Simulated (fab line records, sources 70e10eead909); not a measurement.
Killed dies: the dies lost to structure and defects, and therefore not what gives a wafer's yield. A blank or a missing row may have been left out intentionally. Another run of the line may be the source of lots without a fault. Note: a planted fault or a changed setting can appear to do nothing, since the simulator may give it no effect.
What tool caused it? | flow nandHarc | 23 lots, 69 wafers sampled, at 6 steps of a route of 1302

## WHAT EACH GAUGE READ, for each wafer
No reading from a measuring or inspecting step in the record can be judged against a usual standard deviation.

## EACH LOT AND THE TOOL THAT RAN IT (in order: tool; ch and the chambers of the sampled wafers; start)
lot  | NHARC_A_STAIRCASE_DESCUM_11       | NHARC_A_STAIRCASE_ETCH_15     | NHARC_A_STAIRCASE_TRIM_18     | NHARC_A_STAIRCASE_ETCH_19     | NHARC_A_STAIRCASE_TRIM_198    | NHARC_A_STAIRCASE_TRIM_200
L075 | rieDiel-13 ch 0,1,2, day 16 01:07 | rieDiel-13 ch 0,2,3, no start | rieDiel-13 ch 0,1, no start   | rieDiel-13 ch 1,2, no start   | rieDiel-08 ch 0,3, no start   | rieDiel-08 ch 0,1,3, no start
L074 | rieDiel-11 ch 0,1,3, day 16 01:24 | rieDiel-11 ch 2,3, no start   | rieDiel-11 ch 1,3, no start   | rieDiel-11 ch 0,1,2, no start | rieDiel-08 ch 0,2,3, no start | rieDiel-08 ch 0,2,3, no start
L076 | rieDiel-11 ch 0,1,2, day 16 08:39 | rieDiel-11 ch 1,2,3, no start | rieDiel-11 ch 0,2,3, no start | rieDiel-11 ch 0,2,3, no start | rieDiel-13 ch 1,2,3, no start | rieDiel-13 ch 0,1,2, no start
L077 | rieDiel-13 ch 0,2,3, day 16 21:54 | rieDiel-13 ch 0,1,2, no start | rieDiel-13 ch 2,3, no start   | rieDiel-13 ch 1,2,3, no start | rieDiel-11 ch 1,2,3, no start | rieDiel-11 ch 0,1,3, no start
L078 | rieDiel-08 ch 0,1,3, day 17 19:49 | rieDiel-08 ch 0,2,3, no start | rieDiel-08 ch 0,2, no start   | rieDiel-08 ch 0,1,3, no start | rieDiel-13 ch 0,1,3, no start | rieDiel-13 ch 0,1,2, no start
L079 | rieDiel-11 ch 0,3, day 18 00:52   | rieDiel-11 ch 0,3, no start   | rieDiel-11 ch 0,2,3, no start | rieDiel-11 ch 0,1,2, no start | rieDiel-08 ch 0,1, no start   | rieDiel-08 ch 0,1,3, no start
L080 | rieDiel-08 ch 1,2, day 18 17:13   | rieDiel-08 ch 1,2,3, no start | rieDiel-08 ch 0,2,3, no start | rieDiel-08 ch 0,1,2, no start | rieDiel-08 ch 0,3, no start   | rieDiel-08 ch 1,2, no start
L082 | rieDiel-11 ch 0,1,2, day 18 17:22 | rieDiel-11 ch 0,3, no start   | rieDiel-11 ch 0,2,3, no start | rieDiel-11 ch 0,3, no start   | rieDiel-08 ch 0,1, no start   | rieDiel-08 ch 0,2,3, no start
L081 | rieDiel-13 ch 0,1,2, day 19 11:08 | rieDiel-13 ch 1,2,3, no start | rieDiel-13 ch 0,1,3, no start | rieDiel-13 ch 0,1,3, no start | rieDiel-11 ch 1,2,3, no start | rieDiel-11 ch 0,1,3, no start
L083 | rieDiel-13 ch 0,1,3, day 19 23:08 | rieDiel-13 ch 0,1, no start   | rieDiel-13 ch 0,2,3, no start | rieDiel-13 ch 0,1, no start   | rieDiel-13 ch 0,1,3, no start | rieDiel-13 ch 0,2,3, no start
L085 | rieDiel-08 ch 0,3, day 20 05:17   | rieDiel-08 ch 0,2,3, no start | rieDiel-08 ch 1,2, no start   | rieDiel-08 ch 2,3, no start   | rieDiel-11 ch 0,2, no start   | rieDiel-11 ch 0,2, no start
L084 | rieDiel-13 ch 0,3, day 20 05:31   | rieDiel-13 ch 2,3, no start   | rieDiel-13 ch 1,2,3, no start | rieDiel-13 ch 0,2,3, no start | rieDiel-08 ch 1,2, no start   | rieDiel-08 ch 1,2, no start
L086 | rieDiel-08 ch 1,2, day 21 05:19   | rieDiel-08 ch 0,3, no start   | rieDiel-08 ch 1,3, no start   | rieDiel-08 ch 0,2, no start   | rieDiel-11 ch 0,3, no start   | rieDiel-11 ch 1,2,3, no start
L087 | rieDiel-08 ch 1,2,3, day 21 19:39 | rieDiel-08 ch 0,1,2, no start | rieDiel-08 ch 0,1,2, no start | rieDiel-08 ch 0,2,3, no start | rieDiel-13 ch 0,2,3, no start | rieDiel-13 ch 0,2,3, no start
L088 | rieDiel-08 ch 0,2,3, day 21 19:55 | rieDiel-08 ch 0,1, no start   | rieDiel-08 ch 0,1, no start   | rieDiel-08 ch 1,2,3, no start | rieDiel-11 ch 0,3, no start   | rieDiel-11 ch 1,3, no start
L091 | rieDiel-11 ch 0,2,3, day 22 06:37 | rieDiel-11 ch 0,1,3, no start | rieDiel-11 ch 0,1, no start   | rieDiel-11 ch 0,1,3, no start | rieDiel-13 ch 0,2,3, no start | rieDiel-13 ch 1,2,3, no start
L089 | rieDiel-11 ch 1,2,3, day 22 06:47 | rieDiel-11 ch 0,1,3, no start | rieDiel-11 ch 0,1, no start   | rieDiel-11 ch 2,3, no start   | rieDiel-11 ch 0,1,3, no start | rieDiel-11 ch 2,3, no start
L090 | rieDiel-08 ch 0,1,3, day 22 11:24 | rieDiel-08 ch 0,1,3, no start | rieDiel-08 ch 0,1,2, no start | rieDiel-08 ch 0,2,3, no start | rieDiel-11 ch 0,1,3, no start | rieDiel-11 ch 0,1,3, no start
L092 | rieDiel-13 ch 1,2, day 23 00:21   | rieDiel-13 ch 0,3, no start   | rieDiel-13 ch 1,3, no start   | rieDiel-13 ch 0,3, no start   | rieDiel-13 ch 0,1,3, no start | rieDiel-13 ch 2,3, no start
L095 | rieDiel-13 ch 1,2,3, day 24 01:51 | rieDiel-13 ch 0,1,2, no start | rieDiel-13 ch 0,1,3, no start | rieDiel-13 ch 0,1,3, no start | rieDiel-13 ch 0,2,3, no start | rieDiel-13 ch 0,1,3, no start
L094 | rieDiel-11 ch 0,2,3, day 24 02:37 | rieDiel-11 ch 0,1,2, no start | rieDiel-11 ch 0,1,2, no start | rieDiel-11 ch 0,1,3, no start | rieDiel-08 ch 0,2, no start   | rieDiel-08 ch 0,2,3, no start
L093 | rieDiel-13 ch 0,1,3, day 24 07:40 | rieDiel-13 ch 0,2,3, no start | rieDiel-13 ch 0,3, no start   | rieDiel-13 ch 0,1,2, no start | rieDiel-13 ch 0,1, no start   | rieDiel-13 ch 1,2,3, no start
L096 | rieDiel-08 ch 0,1,3, day 24 19:20 | rieDiel-08 ch 1,2,3, no start | rieDiel-08 ch 0,1,2, no start | rieDiel-08 ch 0,1,2, no start | rieDiel-11 ch 0,1, no start   | rieDiel-11 ch 1,2,3, no start
- NHARC_A_STAIRCASE_DESCUM_11: chemistry O2, time 3 s.
- NHARC_A_STAIRCASE_ETCH_15: etches the open film in C4F8/O2, target depth 100 nm, time 40.5 s.
- NHARC_A_STAIRCASE_TRIM_18: chemistry O2, time 211.2 s.
- NHARC_A_STAIRCASE_ETCH_19: etches the open film in C4F8/O2, target depth 100 nm, time 40.5 s.
- NHARC_A_STAIRCASE_TRIM_198: chemistry O2, time 211.2 s.
- NHARC_A_STAIRCASE_TRIM_200: chemistry O2, time 211.2 s.

## WHAT THE TOOLS THEMSELVES READ (means of the sampled wafers that have a number; where no wafer has one, the mark that the record gives instead)
NHARC_A_STAIRCASE_DESCUM_11.
lot  | tool       | drypumpMotorCurrentA (A) | oesProductAu (a.u.) | rfVppV (V) | showerheadPlenumPTorr (Torr) | throttleValvePct (%)
L075 | rieDiel-13 | 5.9                      | 1.001               | 57.5       | 1.93                         | 11.321
L074 | rieDiel-11 | 6.2                      | 0.997               | 58.2       | 1.87                         | 11.307
L076 | rieDiel-11 | 6.3                      | 0.999               | 57.7       | 1.85                         | 11.313
L077 | rieDiel-13 | 5.6                      | 0.990               | 57.6       | 1.97                         | 11.323
L078 | rieDiel-08 | 5.9                      | 1.005               | 58.2       | 2.00                         | 11.302
L079 | rieDiel-11 | 6.2                      | 0.988               | 57.8       | 1.84                         | 11.312
L080 | rieDiel-08 | 6.2                      | 1.002               | 58.4       | 1.88                         | 11.309
L082 | rieDiel-11 | 6.3                      | 1.007               | 57.7       | 1.84                         | 11.315
L081 | rieDiel-13 | 5.9                      | 0.998               | 57.3       | 1.92                         | 11.310
L083 | rieDiel-13 | 5.9                      | 1.003               | 57.8       | 1.87                         | 11.317
L085 | rieDiel-08 | 5.3                      | 0.996               | 58.3       | 2.06                         | 11.311
L084 | rieDiel-13 | 5.3                      | 1.004               | 57.4       | 1.90                         | 11.316
L086 | rieDiel-08 | 5.8                      | 0.998               | 57.6       | 1.90                         | 11.310
L087 | rieDiel-08 | 6.1                      | 0.990               | 57.4       | 1.94                         | 11.305
L088 | rieDiel-08 | 5.5                      | 0.994               | 58.4       | 2.01                         | 11.313
L091 | rieDiel-11 | 6.3                      | 0.993               | 57.8       | 1.86                         | 11.320
L089 | rieDiel-11 | 6.3                      | 0.994               | 57.8       | 1.88                         | 11.305
L090 | rieDiel-08 | 5.9                      | 0.998               | 57.2       | 1.98                         | 11.310
L092 | rieDiel-13 | 6.2                      | 1.005               | 57.1       | 1.97                         | 11.313
L095 | rieDiel-13 | 6.1                      | 0.997               | 58.0       | 1.92                         | 11.308
L094 | rieDiel-11 | 6.3                      | 0.995               | 57.6       | 1.86                         | 11.316
L093 | rieDiel-13 | 5.9                      | 0.997               | 58.3       | 1.87                         | 11.310
L096 | rieDiel-08 | 5.9                      | 0.996               | 58.0       | 1.98                         | 11.316

NHARC_A_STAIRCASE_ETCH_15.
lot  | tool       | oesProductAu (a.u.) | rfVppV (V)
L075 | rieDiel-13 | 0.948               | 899
L074 | rieDiel-11 | 0.947               | 897
L076 | rieDiel-11 | 0.932               | 896
L077 | rieDiel-13 | 0.954               | 897
L078 | rieDiel-08 | 0.948               | 903
L079 | rieDiel-11 | 0.947               | 894
L080 | rieDiel-08 | 0.941               | 898
L082 | rieDiel-11 | 0.945               | 891
L081 | rieDiel-13 | 0.932               | 896
L083 | rieDiel-13 | 0.959               | 890
L085 | rieDiel-08 | 0.945               | 903
L084 | rieDiel-13 | 0.939               | 900
L086 | rieDiel-08 | 0.951               | 904
L087 | rieDiel-08 | 0.930               | 898
L088 | rieDiel-08 | 0.944               | 897
L091 | rieDiel-11 | 0.931               | 892
L089 | rieDiel-11 | 0.936               | 892
L090 | rieDiel-08 | 0.941               | 900
L092 | rieDiel-13 | 0.923               | 896
L095 | rieDiel-13 | 0.948               | 895
L094 | rieDiel-11 | 0.940               | 890
L093 | rieDiel-13 | 0.937               | 899
L096 | rieDiel-08 | 0.952               | 897

NHARC_A_STAIRCASE_TRIM_18.
lot  | tool       | drypumpMotorCurrentA (A) | oesProductAu (a.u.) | rfVppV (V) | showerheadPlenumPTorr (Torr) | throttleValvePct (%)
L075 | rieDiel-13 | 5.6                      | 1.002               | 57.1       | 3.45                         | 17.032
L074 | rieDiel-11 | 6.1                      | 0.992               | 57.8       | 3.54                         | 17.035
L076 | rieDiel-11 | 6.3                      | 0.995               | 58.2       | 3.46                         | 17.040
L077 | rieDiel-13 | 6.0                      | 0.999               | 58.0       | 3.73                         | 17.042
L078 | rieDiel-08 | 5.1                      | 0.995               | 58.3       | 3.72                         | 17.042
L079 | rieDiel-11 | 6.3                      | 1.000               | 57.6       | 3.45                         | 17.037
L080 | rieDiel-08 | 5.5                      | 0.998               | 58.2       | 3.70                         | 17.032
L082 | rieDiel-11 | 6.3                      | 0.997               | 57.0       | 3.45                         | 17.031
L081 | rieDiel-13 | 5.8                      | 0.991               | 58.1       | 3.46                         | 17.038
L083 | rieDiel-13 | 5.6                      | 1.002               | 58.0       | 3.62                         | 17.036
L085 | rieDiel-08 | 5.8                      | 1.008               | 57.7       | 3.51                         | 17.024
L084 | rieDiel-13 | 6.2                      | 1.009               | 57.4       | 3.55                         | 17.041
L086 | rieDiel-08 | 6.4                      | 1.008               | 57.5       | 3.54                         | 17.027
L087 | rieDiel-08 | 5.6                      | 0.998               | 58.6       | 3.58                         | 17.035
L088 | rieDiel-08 | 5.4                      | 1.011               | 58.4       | 3.66                         | 17.050
L091 | rieDiel-11 | 6.2                      | 1.002               | 57.4       | 3.39                         | 17.031
L089 | rieDiel-11 | 6.2                      | 1.003               | 57.4       | 3.34                         | 17.043
L090 | rieDiel-08 | 5.6                      | 0.995               | 58.9       | 3.58                         | 17.030
L092 | rieDiel-13 | 6.4                      | 1.002               | 58.0       | 3.38                         | 17.030
L095 | rieDiel-13 | 5.8                      | 0.999               | 58.1       | 3.44                         | 17.033
L094 | rieDiel-11 | 6.3                      | 0.992               | 57.8       | 3.39                         | 17.038
L093 | rieDiel-13 | 5.3                      | 0.987               | 58.0       | 3.50                         | 17.036
L096 | rieDiel-08 | 5.6                      | 1.018               | 57.4       | 3.57                         | 17.032

NHARC_A_STAIRCASE_ETCH_19.
lot  | tool       | oesProductAu (a.u.) | rfVppV (V)
L075 | rieDiel-13 | 0.954               | 901
L074 | rieDiel-11 | 0.942               | 892
L076 | rieDiel-11 | 0.925               | 893
L077 | rieDiel-13 | 0.943               | 898
L078 | rieDiel-08 | 0.953               | 902
L079 | rieDiel-11 | 0.948               | 891
L080 | rieDiel-08 | 0.940               | 898
L082 | rieDiel-11 | 0.942               | 895
L081 | rieDiel-13 | 0.946               | 893
L083 | rieDiel-13 | 0.957               | 890
L085 | rieDiel-08 | 0.946               | 900
L084 | rieDiel-13 | 0.955               | 900
L086 | rieDiel-08 | 0.940               | 899
L087 | rieDiel-08 | 0.938               | 902
L088 | rieDiel-08 | 0.939               | 898
L091 | rieDiel-11 | 0.929               | 892
L089 | rieDiel-11 | 0.947               | 897
L090 | rieDiel-08 | 0.938               | 902
L092 | rieDiel-13 | 0.942               | 896
L095 | rieDiel-13 | 0.938               | 893
L094 | rieDiel-11 | 0.941               | 892
L093 | rieDiel-13 | 0.945               | 895
L096 | rieDiel-08 | 0.957               | 897

NHARC_A_STAIRCASE_TRIM_198.
lot  | tool       | drypumpMotorCurrentA (A) | oesProductAu (a.u.) | rfVppV (V) | showerheadPlenumPTorr (Torr) | throttleValvePct (%)
L075 | rieDiel-08 | 5.3                      | 1.003               | 57.6       | 3.44                         | 17.047
L074 | rieDiel-08 | 5.6                      | 0.991               | 57.3       | 3.53                         | 17.044
L076 | rieDiel-13 | 6.2                      | 0.994               | 57.9       | 3.57                         | 17.034
L077 | rieDiel-11 | 6.3                      | 0.996               | 57.7       | 3.50                         | 17.040
L078 | rieDiel-13 | 5.9                      | 0.995               | 57.8       | 3.47                         | 17.028
L079 | rieDiel-08 | 5.9                      | 1.001               | 57.8       | 3.56                         | 17.042
L080 | rieDiel-08 | 5.8                      | 0.993               | 57.2       | 3.77                         | 17.037
L082 | rieDiel-08 | 5.4                      | 0.992               | 59.1       | 3.68                         | 17.033
L081 | rieDiel-11 | 6.3                      | 0.993               | 57.4       | 3.49                         | 17.024
L083 | rieDiel-13 | 5.9                      | 1.004               | 57.6       | 3.46                         | 17.035
L085 | rieDiel-11 | 6.5                      | 1.002               | 56.6       | 3.42                         | 17.038
L084 | rieDiel-08 | 6.2                      | 0.995               | 56.7       | 3.48                         | 17.035
L086 | rieDiel-11 | 6.2                      | 0.991               | 56.8       | 3.39                         | 17.031
L087 | rieDiel-13 | 5.7                      | 1.003               | 58.1       | 3.61                         | 17.043
L088 | rieDiel-11 | 6.2                      | 0.992               | 57.8       | 3.39                         | 17.043
L091 | rieDiel-13 | 5.7                      | 1.002               | 58.3       | 3.61                         | 17.034
L089 | rieDiel-11 | 6.2                      | 0.994               | 56.8       | 3.43                         | 17.036
L090 | rieDiel-11 | 6.2                      | 0.996               | 56.9       | 3.43                         | 17.030
L092 | rieDiel-13 | 5.9                      | 0.996               | 57.8       | 3.45                         | 17.028
L095 | rieDiel-13 | 5.6                      | 0.998               | 58.1       | 3.60                         | 17.036
L094 | rieDiel-08 | 5.1                      | 1.002               | 58.6       | 3.69                         | 17.038
L093 | rieDiel-13 | 5.6                      | 0.998               | 57.9       | 3.42                         | 17.034
L096 | rieDiel-11 | 6.2                      | 0.999               | 57.2       | 3.37                         | 17.043

NHARC_A_STAIRCASE_TRIM_200.
lot  | tool       | drypumpMotorCurrentA (A) | oesProductAu (a.u.) | rfVppV (V) | showerheadPlenumPTorr (Torr) | throttleValvePct (%)
L075 | rieDiel-08 | 5.9                      | 1.008               | 58.1       | 3.50                         | 17.045
L074 | rieDiel-08 | 5.5                      | 1.005               | 57.6       | 3.53                         | 17.041
L076 | rieDiel-13 | 5.9                      | 0.999               | 58.4       | 3.55                         | 17.042
L077 | rieDiel-11 | 6.2                      | 0.991               | 58.2       | 3.45                         | 17.034
L078 | rieDiel-13 | 5.9                      | 0.998               | 57.9       | 3.55                         | 17.051
L079 | rieDiel-08 | 5.9                      | 1.004               | 59.1       | 3.67                         | 17.032
L080 | rieDiel-08 | 5.8                      | 0.998               | 58.3       | 3.51                         | 17.039
L082 | rieDiel-08 | 5.5                      | 1.001               | 57.4       | 3.70                         | 17.038
L081 | rieDiel-11 | 6.2                      | 1.000               | 57.2       | 3.44                         | 17.037
L083 | rieDiel-13 | 5.7                      | 0.994               | 58.3       | 3.62                         | 17.027
L085 | rieDiel-11 | 6.3                      | 1.003               | 57.1       | 3.36                         | 17.041
L084 | rieDiel-08 | 6.2                      | 1.006               | 57.7       | 3.48                         | 17.028
L086 | rieDiel-11 | 6.3                      | 0.998               | 57.0       | 3.48                         | 17.030
L087 | rieDiel-13 | 5.6                      | 0.998               | 57.9       | 3.61                         | 17.035
L088 | rieDiel-11 | 6.1                      | 1.001               | 57.3       | 3.52                         | 17.030
L091 | rieDiel-13 | 6.2                      | 1.007               | 57.8       | 3.55                         | 17.046
L089 | rieDiel-11 | 6.3                      | 0.993               | 57.1       | 3.52                         | 17.037
L090 | rieDiel-11 | 6.2                      | 0.995               | 57.5       | 3.43                         | 17.038
L092 | rieDiel-13 | 5.9                      | 1.001               | 58.2       | 3.70                         | 17.027
L095 | rieDiel-13 | 5.9                      | 1.002               | 57.2       | 3.44                         | 17.042
L094 | rieDiel-08 | 5.6                      | 0.998               | 58.2       | 3.68                         | 17.033
L093 | rieDiel-13 | 6.2                      | 1.005               | 57.5       | 3.54                         | 17.034
L096 | rieDiel-11 | 6.3                      | 0.995               | 56.4       | 3.47                         | 17.038

## THE ANSWER, worked out from the rows above alone
Rule: what is usual is taken from the lots themselves. The widest of any qualifying gaps counts: lots, ordered by their means at a reading, are off when they make up no more than a third of the lots, leave a main group of 4 or more, and stand apart from it by 3 or more times the standard deviation of that group's means. Not used: any main group whose means are identical at the precision the tables above print for the reading. A lot without any number at a reading at which 4 lots or more have one is off too. Any other lot the step has rows for is counted as sound. The gauges are gone through in route order, then the tools' own readings, and for those a lot's mean is taken as printed above. The first step at which some lot is off is used, and at that step the reading that is off furthest; a lot without a number counts as furthest.
No lot is off on any of the readings shown, so nothing can be concluded from this.

## WHAT THE SIMULATOR PUT IN
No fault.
